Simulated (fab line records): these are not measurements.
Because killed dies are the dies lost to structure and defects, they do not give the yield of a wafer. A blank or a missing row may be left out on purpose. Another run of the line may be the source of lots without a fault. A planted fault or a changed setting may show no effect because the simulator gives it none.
Which tool was responsible?	flow nand harc	39 wafers from 13 lots sampled at 5 of the route's 1302 steps

== WHAT THE GAUGES READ, wafer by wafer ==
NHARC_THIN_TSV_CD_MEAS_12: the cd target is 1000 nm.
lot	measured	on	cd nm (nm)
L965	day 24 04:17	cd sem-02	1000.7 1000.5 1000.7
L966	day 24 12:44	cd sem-02	1001.7 999.5 1001.5
L967	day 25 01:21	cd sem-03	1001.0 999.4 1001.3
L970	day 25 07:02	cd sem-03	998.1 997.0 999.7
L969	day 25 08:15	cd sem-02	1001.3 1001.5 1000.0
L971	day 25 23:52	cd sem-02	997.8 1000.1 998.6
L972	day 27 07:37	cd sem-01	998.7 998.7 1001.0
L974	day 27 11:19	cd sem-01	1000.1 999.4 997.4
L976	day 28 16:33	cd sem-02	1002.3 1001.3 1000.7
L977	day 28 08:26	cd sem-01	1002.0 1000.1 1005.9
L980	day 29 08:55	cd sem-03	1000.5 1000.1 1001.6
L982	day 30 04:24	cd sem-02	1003.3 1000.1 1001.0
L987	day 32 21:51	cd sem-01	1000.7 1000.4 1001.8

NHARC_THIN_TSV_CD_MEAS_37.
lot	measured	on	cd nm (nm)
L965	day 24 11:40	cd sem-03	5004.8 5001.4 5003.5
L966	day 24 20:08	cd sem-01	5001.8 4998.8 5000.4
L967	day 25 08:41	cd sem-01	4996.9 4994.9 5000.8
L970	day 25 14:29	cd sem-02	4999.3 4997.4 4995.1
L969	day 25 15:37	cd sem-03	5000.5 5002.8 4998.4
L971	day 26 11:29	cd sem-02	4999.2 4999.5 4999.7
L972	day 27 14:54	cd sem-01	4998.7 4997.7 5000.5
L974	day 27 18:49	cd sem-02	5000.9 4997.8 4996.9
L976	day 28 23:49	cd sem-02	5001.5 5000.4 4996.8
L977	day 28 15:55	cd sem-01	4999.6 4997.7 5005.2
L980	day 29 16:08	cd sem-02	4995.6 4998.7 4999.9
L982	day 30 11:43	cd sem-02	5006.4 4999.7 4998.9
L987	day 33 05:11	cd sem-01	5000.4 5001.5 5003.2

NHARC_END_SORT_01.
lot	measured	on	killed at array	killed at other	killed at periphery	killed dies	killed open	killed short
L977	day 29 01:52	prober-01	40 30 19	0 1 0	4 4 4	44 35 23	3 4 2	8 2 5
L987	day 33 14:21	prober-01	140 137 134	0 1 0	5 8 0	145 146 134	2 6 1	3 0 1

== TOOL THAT RAN EACH LOT (tool first, then ch and the chambers of the sampled wafers, then the start) ==
lot	NHARC_A_DECK1_JOINT_ETCH_19	NHARC_THIN_TSV_CMP_21
L965	wet bench-01 ch 1,2,5, day 11 08:31	cmp-04 ch 0,1,2, day 24 08:48
L966	wet bench-07 ch 0,6,7, day 11 19:01	cmp-02 ch 0,2,3, day 24 17:10
L967	wet bench-02 ch 2,4,5, day 12 02:58	cmp-04 ch 1,2,3, day 25 05:42
L970	wet bench-07 ch 0,1,6, day 12 16:16	cmp-03 ch 0,3, day 25 11:26
L969	wet bench-02 ch 0,5,7, day 12 16:16	cmp-02 ch 1,3, day 25 12:34
L971	wet bench-01 ch 0,1,2, day 13 04:52	cmp-03 ch 0,2,3, day 26 08:35
L972	wet bench-01 ch 5,6,7, day 14 05:41	cmp-04 ch 0,2,3, day 27 11:58
L974	wet bench-07 ch 3,4,6, day 14 16:47	cmp-04 ch 1,3, day 27 15:46
L976	wet bench-07 ch 3,4,7, day 15 12:35	cmp-03 ch 0,2,3, day 28 20:55
L977	wet bench-02 ch 3,6,7, day 15 22:43	cmp-03 ch 0,2,3, day 28 12:58
L980	wet bench-01 ch 3,4,5, day 17 02:16	cmp-02 ch 0,2, day 29 13:15
L982	wet bench-02 ch 0,1,7, day 17 16:32	cmp-03 ch 0,2,3, day 30 08:44
L987	wet bench-02 ch 4,5,6, day 20 11:38	cmp-03 ch 0,3, day 33 02:10
- NHARC_A_DECK1_JOINT_ETCH_19: etches poly-Si in TMAH, target depth 3 nm.
- NHARC_THIN_TSV_CMP_21: polishes, t overpolish 30 s, target thk 2000 nm.

== WHAT THE TOOLS THEMSELVES READ (means of the sampled wafers that have a number; where no wafer has one, the mark that the record gives instead) ==
NHARC_A_DECK1_JOINT_ETCH_19.
lot	tool	bath heat duty pct (%)
L965	wet bench-01	6.2
L966	wet bench-07	6.5
L967	wet bench-02	6.6
L970	wet bench-07	6.4
L969	wet bench-02	5.8
L971	wet bench-01	6.5
L972	wet bench-01	6.1
L974	wet bench-07	6.9
L976	wet bench-07	7.0
L977	wet bench-02	7.2
L980	wet bench-01	6.0
L982	wet bench-02	6.7
L987	wet bench-02	6.3

NHARC_THIN_TSV_CMP_21.
lot	tool	motor current A (A)	overpolish run s (s)
L965	cmp-04	11.8	30.002
L966	cmp-02	11.6	29.995
L967	cmp-04	12.0	30.002
L970	cmp-03	15.5	30.000
L969	cmp-02	11.8	30.000
L971	cmp-03	14.5	30.001
L972	cmp-04	12.2	30.002
L974	cmp-04	12.2	30.004
L976	cmp-03	13.5	30.001
L977	cmp-03	13.6	30.005
L980	cmp-02	11.6	29.996
L982	cmp-03	14.0	30.008
L987	cmp-03	15.7	30.006

== THE ANSWER, worked out from the rows above alone ==
Rule: usual is defined by the lots themselves. Put in order of their means at a reading, lots are off if they are a third of the lots or fewer, leave a main group of 4 or more, and stand apart from it by a gap of 3 or more times the standard deviation of the main group's means; of several such gaps the widest counts. A main group is skipped when, at the precision printed for the reading in the tables above, its means are all equal. Also off: a lot with no number at a reading for which 4 or more lots have one. The other lots that the step has rows for count as sound. Order of review: gauges by route order, followed by the tools' own readings, for which a lot's mean as printed above is used. The first step at which some lot is off is used, and at that step the reading that is off furthest; a lot without a number counts as furthest.
No lot is off on any of the readings shown, so nothing can be concluded from this.

== WHAT WAS PUT IN BY THE SIMULATOR ==
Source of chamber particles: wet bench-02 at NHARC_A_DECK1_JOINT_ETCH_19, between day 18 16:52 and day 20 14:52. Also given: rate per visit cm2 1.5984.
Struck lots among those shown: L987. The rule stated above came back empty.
